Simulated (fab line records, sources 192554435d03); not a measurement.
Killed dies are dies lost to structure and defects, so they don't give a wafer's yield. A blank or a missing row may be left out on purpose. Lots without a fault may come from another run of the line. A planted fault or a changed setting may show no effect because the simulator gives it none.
Split-lot experiment | flow n5_finfet | 7 lots, 21 wafers read, on a route of 1938 steps

THE SPLIT
At N5_BEOL_M13_CMP_49 (polishes, stops on SiOC, t overpolish 17.1 s, target thk 420 nm), the setting down_force_psi was moved away from the recipe's 1 psi on 9 of the 21 wafers read, by -14.2% to +22.1%. The other wafers ran this setting at the recipe's value.

The reading is taken at the split's own step.

THE READING
barrier_field_endpoint_s, in s, at N5_BEOL_M13_CMP_49 (polishes, stops on SiOC, t overpolish 17.1 s, target thk 420 nm). Fault-free wafers of this fab line usually give 30.6 s, standard deviation 1 s.

wafer  | tool, chamber at the split | down_force_psi as run, psi | against the recipe | barrier_field_endpoint_s, s | against lot-mates on the recipe
L079.1 | cmp-02, 0                  | 1                          | recipe             | 29.9                        | -
L079.2 | cmp-02, 1                  | 1                          | recipe             | 31.5                        | -
L079.6 | cmp-02, 3                  | 1                          | recipe             | 31.9                        | -
L084.1 | cmp-02, 3                  | 1                          | recipe             | 31.3                        | -
L084.2 | cmp-02, 1                  | 1                          | recipe             | 31.6                        | -
L084.5 | cmp-02, 2                  | 1                          | recipe             | 32.0                        | -
L085.3 | cmp-02, 3                  | 1                          | recipe             | 31.6                        | -
L085.4 | cmp-02, 0                  | 1.108                      | +10.8%             | 26.9                        | -4.7
L085.6 | cmp-02, 2                  | 1.108                      | +10.8%             | 29.6                        | -2.0
L086.1 | cmp-01, 1                  | 1.221                      | +22.1%             | 25.8                        | -5.7
L086.3 | cmp-01, 2                  | 1.221                      | +22.1%             | 24.6                        | -6.9
L086.6 | cmp-01, 3                  | 1                          | recipe             | 31.5                        | -
L089.1 | cmp-01, 2                  | 1.061                      | +6.1%              | 27.2                        | -2.6
L089.4 | cmp-01, 3                  | 1                          | recipe             | 29.8                        | -
L089.2 | cmp-01, 0                  | 1.061                      | +6.1%              | 26.5                        | -3.3
L090.1 | cmp-02, 1                  | 0.8628                     | -13.7%             | 36.4                        | +5.0
L090.4 | cmp-02, 2                  | 1                          | recipe             | 31.6                        | -
L090.5 | cmp-02, 2                  | 1                          | recipe             | 31.1                        | -
L094.1 | cmp-01, 2                  | 0.8582                     | -14.2%             | 36.5                        | +5.1
L094.3 | cmp-01, 3                  | 1                          | recipe             | 31.4                        | -
L094.6 | cmp-01, 1                  | 0.8582                     | -14.2%             | 36.7                        | +5.3

THE FIT
A straight line over all 21 wafers: barrier_field_endpoint_s changes by -0.325 s for each +1% of down_force_psi; r = -0.94; the points scatter about the line by 1.2 s.
The same after taking each lot's own level away (the mean of its wafers on the recipe; 21 wafers): -0.324 s for each +1%; r = -0.97; scatter 0.78 s.
On that fit, the largest move of down_force_psi shifts the reading by 7.2 s.
The lots' own levels span 29.80 to 31.63 s, that is 1.8 times the standard deviation above.
So the lot-to-lot level changes the slope little: the two slopes agree.
Check: with one of the wafers moved furthest among these (+22.1%) left out of the fit, the line predicts -7.58 s for it against its lot-mates. It came out at -5.7 s against them.
Tool readings at the split's step, against how far the setting was moved: barrier_field_endpoint_s r = -0.94.

OTHER SPLITS ON THESE WAFERS
These wafers also went through other splits before the reading. Each is held against what the fit with the lots' levels taken away leaves over:
other split on the same wafers | wafers away from the commonest value | r with barrier_field_endpoint_s (lot level and that fit taken away)
N5_BEOL_M9_EXPOSE_08 dose_mj   | 9                                    | -0.27
N5_BEOL_M10_PEB_26 peb_time_s  | 8                                    | +0.09
N5_BEOL_M11_ETCH_66 time_s     | 8                                    | -0.01
N5_BEOL_M12_SPUTTER_44 time_s  | 12                                   | -0.18

THE FILE'S OWN FIT
barrier_field_endpoint_s changes by -0.327 s for each +1% of down_force_psi, r = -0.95.
